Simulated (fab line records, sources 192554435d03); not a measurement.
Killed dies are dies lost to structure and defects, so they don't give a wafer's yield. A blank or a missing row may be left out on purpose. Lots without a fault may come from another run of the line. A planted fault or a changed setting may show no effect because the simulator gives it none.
Chamber matching | flow n5_finfet | N5_BEOL_M11_ETCH_62 on rie_diel-06: 4 sister chambers
The step etches SOC in N2/H2, target depth 110 nm, overetch 22 nm, time 165 s. 4 wafers are shown with their chamber, then 7 later ones without.

WAFERS WITH THEIR CHAMBER
wafer  | chamber | showerhead_plenum_p_Torr (Torr)
L083.1 | 0       | 2.57
L083.5 | 2       | 2.40
L080.3 | 1       | 2.45
L080.4 | 3       | 2.62

WAFERS WITHOUT THEIR CHAMBER
wafer  | showerhead_plenum_p_Torr (Torr)
L080.5 | 2.40
L088.1 | 2.71
L088.3 | 2.44
L088.5 | 2.57
L095.3 | 2.56
L095.4 | 2.43
L095.5 | 2.61

WHICH CHAMBER EACH WENT THROUGH
wafer  | from the rows above     | in truth
L080.5 | can't be placed: 2 or 1 | 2
L088.1 | can't be placed: 3 or 0 | 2
L088.3 | can't be placed: 1 or 2 | 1
L088.5 | can't be placed: 0 or 3 | 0
L095.3 | can't be placed: 0 or 3 | 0
L095.4 | can't be placed: 1 or 2 | 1
L095.5 | can't be placed: 3 or 0 | 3
Placed correctly: 0 of 7. Can't be placed from these rows: 7 (the true chamber is among the candidates in 6). Placed wrongly: 0.
How it was worked out, from the rows above alone: a wafer's distance from a chamber is the root of the sum, over the readings, of the square of ((its reading less the chamber's mean) divided by the reading's scatter). The wafer belongs to the nearest chamber; if the next one is less than 2 further off, it can't be placed. A chamber's mean is the mean of its shown wafers. The scatter: with one shown wafer a chamber, the root of the mean of the squares of how far each hidden wafer lies from its nearest shown one.
